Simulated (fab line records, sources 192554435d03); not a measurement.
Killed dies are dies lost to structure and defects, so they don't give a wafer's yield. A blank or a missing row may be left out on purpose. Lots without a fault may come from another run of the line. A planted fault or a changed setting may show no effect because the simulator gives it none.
fab line records | flow n5_finfet | part 2 of 2: steps 4 to 6 of 6
record lots=22 wafers=66 last_day=17
route steps=1938 shown WELL_APT@55 FIN_SAQP@115
lots that met no fault: from a run of the same line without faults
start_h: hours from the record's first day to the start of the lot's first wafer shown | wait_h: hours since the lot's step before | " the same as in the row above | L1.1+2: a row that stands for several wafers | - no value, or no start given | * or withheld: withheld | < > ~ a bound
route shown NAME@n: a module of which the file shows steps, and the number in the route of the first | usual: mean/standard deviation of fault-free wafers | same: alike in all rows | chamber/n: place in a boat | sites: the reading at each site | _std_site: their standard deviation | _edge_site: outer sites' mean less inner sites' | radius_mm: how far each site lies from the wafer's centre | mask NAME#n: copy n | behind: the tool/chamber that last shaped the wafer | hold: why the lot was held/for how many hours/how that ended | device: the transistor (n, p or np) that didn't switch | end of line: the same wafers' tests at the end of the route | a step without rows: its recipe alone | killed: dies lost to structure and defects at the first sort, not the wafer's yield | map: a wafer's dies, x killed, . not, _ none there
set.NAME: the setting as run; set.NAME@STEP: as run at that earlier step | model.NAME: the simulator's own value behind a step, which no gauge read
steps of the route over a sample of lots; a table a step, a row a wafer
services: from which hour (start_h, from the record's first day; less than 0 if before it) a tool's chamber was out of use, for how many hours, and why
## steps
# step N5_FIN_SAQP_HM_OPEN_73
# recipe chemistry=CHF3/O2 target=SiO2 stop_on=a-Si target_depth_a=120 over_etch_frac=1.8 mask_material=SOC time_s=16.8 pressure_mtorr=30 source_w=650 bias_w=170 Ar_flow_sccm=200 CHF3_flow_sccm=50 O2_flow_sccm=5 ion_energy_ev=200 ends=end_point
# usual chamber_pressure_mTorr=30.000/0.027 drypump_motor_current_A=5.6/0.47 mfc_ar_sccm=200.0/0.57 oes_product_au=0.48/0.051 rf_vpp_V=528/15 showerhead_plenum_p_Torr=2.44/0.11 throttle_valve_pct=18.84/0.22
# columns lot.wafer tool chamber start_h wait_h chamber_pressure_mTorr drypump_motor_current_A mfc_ar_sccm oes_product_au rf_hours_counter_h rf_vpp_V showerhead_plenum_p_Torr throttle_valve_pct
L074.1 rie_diel-01 1 24.20 0.0 30.013 5.7 200.4 0.46 145 518 2.32 18.68
L074.2 " 2 " " 29.954 5.1 200.6 0.44 212 515 2.29 19.14
L074.4 " 0 " " 29.952 6.5 200.5 0.55 13 525 2.49 18.61
L076.1 rie_diel-01 2 35.61 0.0 30.033 5.1 200.6 0.42 216 515 2.29 19.15
L076.2 " 1 " " 29.998 5.7 200.4 0.45 149 518 2.31 18.70
L076.4 " 0 " " 29.982 6.5 199.4 0.54 16 527 2.49 18.62
L077.1 rie_diel-01 3 42.48 0.0 29.978 5.7 199.6 0.46 136 560 2.51 18.75
L077.2 " 1 " " 30.043 5.8 201.1 0.46 152 517 2.31 18.68
L077.5 " 0 " " 30.006 6.5 199.2 0.55 - 527 2.49 18.61
L078.2 rie_diel-01 1 46.63 0.0 30.057 5.8 200.8 0.45 153 516 2.31 18.70
L078.3 " 3 " " 29.972 5.7 200.1 0.46 138 560 2.51 18.76
L078.5 " 3 " " 30.011 5.7 200.0 0.47 - 560 2.51 18.78
L079.1 rie_diel-03 3 52.85 0.0 30.003 5.6 199.8 0.44 160 550 2.50 19.20
L079.2 " 0 " " 29.978 6.3 200.8 0.45 133 529 2.51 19.02
L079.6 " 2 " " 30.010 6.0 199.6 0.48 - 527 2.33 18.70
L080.1 rie_diel-01 1 59.81 0.0 29.953 5.7 199.3 0.44 157 517 2.31 18.71
L080.2 " 0 " " 29.996 6.5 200.0 0.53 26 527 2.49 18.62
L080.4 " 2 " " 30.019 5.0 200.1 0.43 224 515 2.29 19.16
L081.2 rie_diel-04 1 64.59 0.0 30.006 5.9 199.4 0.42 253 503 2.38 19.15
L081.3 " 3 " " 30.006 5.0 199.6 0.44 161 515 2.32 18.88
L081.6 " 3 " " 29.994 5.1 199.1 0.44 - 515 2.32 18.85
L082.1 rie_diel-03 0 70.46 0.0 29.981 6.2 200.1 0.46 140 528 2.51 19.02
L082.2 " 2 " " 29.991 6.0 200.3 0.47 107 526 2.33 18.72
L082.6 " 2 " " 30.023 6.0 199.5 0.48 - 527 2.33 18.73
L083.1 rie_diel-03 0 77.00 0.0 30.003 6.3 199.6 0.45 142 528 2.51 19.04
L083.2 " 1 " " 29.999 5.2 200.1 0.56 14 542 2.57 18.50
L083.5 " 0 " " 29.934 6.3 199.8 0.45 - 527 2.51 19.04
L084.2 rie_diel-03 0 81.70 0.0 30.039 6.3 199.1 0.45 144 527 2.51 19.04
L084.4 " 1 " " 30.045 5.2 200.3 0.57 16 540 2.57 18.50
L084.5 " 2 " " 30.002 6.0 200.5 0.48 - 527 2.33 18.72
L085.1 rie_diel-03 2 88.84 0.0 29.984 6.0 200.5 0.47 113 528 2.33 18.72
L085.3 " 3 " " 29.979 5.6 200.0 0.43 170 548 2.50 19.22
L085.5 " 1 " " 30.010 5.2 199.4 0.56 - 542 2.57 18.50
L086.1 rie_diel-04 0 95.22 0.0 30.008 5.5 199.4 0.55 10 523 2.58 18.82
L086.4 " 1 " " 30.007 5.8 200.4 0.59 3 504 2.38 18.72
L086.5 " 2 " " 29.991 5.1 199.9 0.51 - 539 2.57 18.60
L087.1 rie_diel-04 2 100.43 0.0 30.021 5.1 200.9 0.52 38 539 2.56 18.63
L087.4 " 1 " " 29.976 5.8 200.1 0.59 6 504 2.38 18.73
L087.5 " 3 " " 30.022 5.0 200.4 0.43 - 515 2.31 18.90
L088.1 rie_diel-01 0 107.56 0.0 29.954 6.5 200.1 0.52 42 526 2.48 18.67
L088.3 " 3 " " 30.042 5.7 200.3 0.46 160 560 2.50 18.79
L088.6 " 1 " " 29.990 5.7 201.5 0.45 - 517 2.31 18.72
L089.3 rie_diel-04 2 113.14 0.0 29.992 5.1 200.4 0.51 42 538 2.56 18.62
L089.4 " 0 " " 29.986 5.5 200.5 0.54 16 522 2.58 18.84
L089.6 " 3 " " 30.009 5.0 200.3 0.42 - 516 2.31 18.90
L090.4 rie_diel-04 0 118.17 0.0 29.991 5.6 199.6 0.55 18 523 2.58 18.83
L090.5 " 2 " " 30.021 5.1 200.6 0.49 - 539 2.56 18.62
L090.6 " 1 " " 29.994 5.8 199.9 0.57 - 505 2.37 18.71
L091.2 rie_diel-01 0 124.38 0.0 30.013 6.5 199.7 0.51 49 526 2.48 18.68
L091.3 " 3 " " 29.969 5.7 200.1 0.46 167 561 2.50 18.80
L091.5 " 0 " " 30.024 6.5 199.9 0.51 - 526 2.48 18.68
L092.2 rie_diel-03 1 129.94 0.0 29.965 5.2 200.4 0.55 34 541 2.56 18.54
L092.4 " 0 " " 30.007 6.3 199.1 0.44 162 528 2.50 19.09
L092.5 " 3 " " 30.027 5.6 199.7 0.43 - 550 2.49 19.24
L093.1 rie_diel-04 2 136.14 0.0 30.004 5.1 200.6 0.50 50 539 2.56 18.63
L093.5 " 2 " " 29.989 5.1 200.0 0.50 - 538 2.56 18.63
L093.6 " 1 " " 29.986 5.8 199.9 0.56 - 505 2.37 18.73
L094.2 rie_diel-03 1 142.08 0.0 30.050 5.1 199.8 0.52 39 542 2.56 18.54
L094.4 " 3 " " 30.009 5.6 198.5 0.42 189 550 2.49 19.23
L094.6 " 0 " " 30.047 6.2 199.9 0.45 - 528 2.50 19.10
L095.1 rie_diel-04 1 148.83 0.0 29.983 5.8 199.4 0.54 24 503 2.37 18.73
L095.3 " 3 " " 29.985 5.0 200.4 0.43 193 515 2.31 18.94
L095.5 " 1 " " 29.998 5.9 199.3 0.55 - 503 2.37 18.75
L096.2 rie_diel-03 1 154.35 0.0 29.990 5.2 199.9 0.52 44 542 2.56 18.54
L096.4 " 2 " " 29.983 6.0 199.7 0.46 137 527 2.32 18.78
L096.6 " 1 " " 30.017 5.2 199.8 0.53 - 541 2.56 18.55
# step N5_FIN_SAQP_CD_MEAS_27
# recipe target_cd_nm=20 landing_energy_ev=1000 detector=se_inlens polarity=line
# usual cd_nm=20.28/0.23
# same landing_energy_ev=1000
# columns lot.wafer tool chamber start_h wait_h cd_nm
L074.1 cd_sem-03 0 26.12 0.1 20.14
L074.2 " 0 " " 20.21
L074.4 " 0 " " 20.42
L076.1 cd_sem-02 0 37.41 0.1 19.99
L076.2 " 0 " " 20.31
L076.4 " 0 " " 20.55
L077.1 cd_sem-02 0 44.96 0.1 20.75
L077.2 " 0 " " 20.12
L077.5 " 0 " " 20.33
L078.2 cd_sem-03 0 48.46 0.1 20.36
L078.3 " 0 " " 20.36
L078.5 " 0 " " 20.25
L079.1 cd_sem-03 0 55.27 0.1 20.28
L079.2 " 0 " " 20.03
L079.6 " 0 " " 20.31
L080.1 cd_sem-03 0 61.81 0.1 20.31
L080.2 " 0 " " 19.93
L080.4 " 0 " " 20.39
L081.2 cd_sem-03 0 66.80 0.1 20.17
L081.3 " 0 " " 20.45
L081.6 " 0 " " 19.96
L082.1 cd_sem-02 0 72.27 0.1 20.05
L082.2 " 0 " " 20.23
L082.6 " 0 " " 19.91
L083.1 cd_sem-01 0 79.11 0.1 20.35
L083.2 " 0 " " 20.35
L083.5 " 0 " " 20.30
L084.2 cd_sem-02 0 83.95 0.1 20.44
L084.4 " 0 " " 20.73
L084.5 " 0 " " 20.87
L085.1 cd_sem-02 0 90.92 0.1 20.44
L085.3 " 0 " " 20.46
L085.5 " 0 " " 20.07
L086.1 cd_sem-03 0 98.07 0.1 20.30
L086.4 " 0 " " 20.38
L086.5 " 0 " " 20.15
L087.1 cd_sem-03 0 102.24 0.1 20.47
L087.4 " 0 " " 20.08
L087.5 " 0 " " 20.26
L088.1 cd_sem-01 0 109.48 0.1 20.16
L088.3 " 0 " " 20.45
L088.6 " 0 " " 20.21
L089.3 cd_sem-02 0 115.28 0.1 20.29
L089.4 " 0 " " 20.56
L089.6 " 0 " " 20.11
L090.4 cd_sem-03 0 120.01 0.1 20.46
L090.5 " 0 " " 20.61
L090.6 " 0 " " 20.69
L091.2 cd_sem-01 0 126.65 0.1 20.58
L091.3 " 0 " " 20.32
L091.5 " 0 " " 20.32
L092.2 cd_sem-01 0 132.19 0.1 20.09
L092.4 " 0 " " 20.30
L092.5 " 0 " " 20.21
L093.1 cd_sem-01 0 138.21 0.1 20.30
L093.5 " 0 " " 20.10
L093.6 " 0 " " 20.60
L094.2 cd_sem-03 0 144.09 0.1 20.14
L094.4 " 0 " " 20.09
L094.6 " 0 " " 20.07
L095.1 cd_sem-01 0 150.64 0.1 20.44
L095.3 " 0 " " 20.51
L095.5 " 0 " " 19.95
L096.2 cd_sem-02 0 156.66 0.1 20.25
L096.4 " 0 " " 20.46
L096.6 " 0 " " 20.27
# step N5_FIN_SAQP_CD_MEAS_37
# recipe target_cd_nm=8 polarity=line
# usual cd_nm=8.1/0.31
# columns lot.wafer tool chamber start_h wait_h cd_nm
L074.1 cd_sem-02 - 28.26 0.1 8.2
L074.2 " - " " 8.4
L074.4 " - " " 7.9
L076.1 cd_sem-03 - 39.56 0.1 8.2
L076.2 " - " " 8.1
L076.4 " - " " 8.4
L077.1 cd_sem-02 - 47.39 0.1 8.5
L077.2 " - " " 8.4
L077.5 " - " " 7.6
L078.2 cd_sem-02 - 50.77 0.1 7.7
L078.3 " - " " 8.3
L078.5 " - " " 7.9
L079.1 cd_sem-02 - 57.27 0.1 7.5
L079.2 " - " " 8.5
L079.6 " - " " 7.7
L080.1 cd_sem-01 - 64.13 0.1 8.2
L080.2 " - " " 8.0
L080.4 " - " " 7.3
L081.2 cd_sem-02 - 68.86 0.1 8.3
L081.3 " - " " 7.9
L081.6 " - " " 8.2
L082.1 cd_sem-01 - 74.27 0.1 7.9
L082.2 " - " " 8.1
L082.6 " - " " 8.3
L083.1 cd_sem-01 - 81.18 0.1 7.7
L083.2 " - " " 8.0
L083.5 " - " " 8.2
L084.2 cd_sem-01 - 85.94 0.1 8.5
L084.4 " - " " 8.2
L084.5 " - " " 8.1
L085.1 cd_sem-03 - 93.61 0.1 8.3
L085.3 " - " " 8.0
L085.5 " - " " 8.2
L086.1 cd_sem-03 - 100.34 0.1 7.8
L086.4 " - " " 7.9
L086.5 " - " " 8.7
L087.1 cd_sem-01 - 104.28 0.1 8.1
L087.4 " - " " 7.9
L087.5 " - " " 7.8
L088.1 cd_sem-03 - 112.32 0.1 8.1
L088.3 " - " " 8.0
L088.6 " - " " 8.9
L089.3 cd_sem-01 - 117.63 0.1 8.2
L089.4 " - " " 8.3
L089.6 " - " " 8.1
L090.4 cd_sem-03 - 122.02 0.1 8.1
L090.5 " - " " 7.9
L090.6 " - " " 7.9
L091.2 cd_sem-02 - 128.91 0.1 8.2
L091.3 " - " " 7.8
L091.5 " - " " 8.1
L092.2 cd_sem-02 - 134.97 0.1 7.5
L092.4 " - " " 8.2
L092.5 " - " " 8.7
L093.1 cd_sem-02 - 140.47 0.1 8.3
L093.5 " - " " 8.1
L093.6 " - " " 8.2
L094.2 cd_sem-03 - 146.67 0.1 8.1
L094.4 " - " " 7.9
L094.6 " - " " 8.4
L095.1 cd_sem-03 - 152.63 0.1 7.8
L095.3 " - " " 8.8
L095.5 " - " " 8.4
L096.2 cd_sem-02 - 159.15 0.1 8.8
L096.4 " - " " 8.3
L096.6 " - " " 7.6
## services
# columns tool chamber start_h hours kind
rie_diel-03 - -4.42 2.8 pm
rie_diel-03 1 2.49 - clean
rie_diel-03 1 2.49 - consumable_replace:esc
rie_diel-03 1 2.49 - consumable_replace:focus_ring
rie_diel-03 1 2.49 - consumable_replace:showerhead
rie_diel-03 1 2.49 32.1 scheduled_down
rie_diel-03 1 2.49 32.1 vent_cycle
rie_diel-01 - 9.60 0.5 repair
rie_diel-04 - 13.37 0.4 repair
rie_diel-04 3 36.00 5.1 repair
rie_diel-04 0 48.31 - clean
rie_diel-04 0 48.31 - consumable_replace:focus_ring
rie_diel-04 0 48.31 - consumable_replace:showerhead
rie_diel-04 0 48.31 23.4 scheduled_down
rie_diel-04 0 48.31 23.4 vent_cycle
rie_diel-03 3 53.73 7.9 repair
rie_diel-04 1 71.81 - clean
rie_diel-04 1 71.81 - consumable_replace:focus_ring
rie_diel-04 1 71.81 14.5 scheduled_down
rie_diel-04 1 71.81 14.5 vent_cycle
epi_rpcvd-02 - 111.24 2.8 pm
rie_diel-01 1 119.12 7.1 repair
rie_diel-01 2 133.21 - clean
rie_diel-01 2 133.21 - consumable_replace:focus_ring
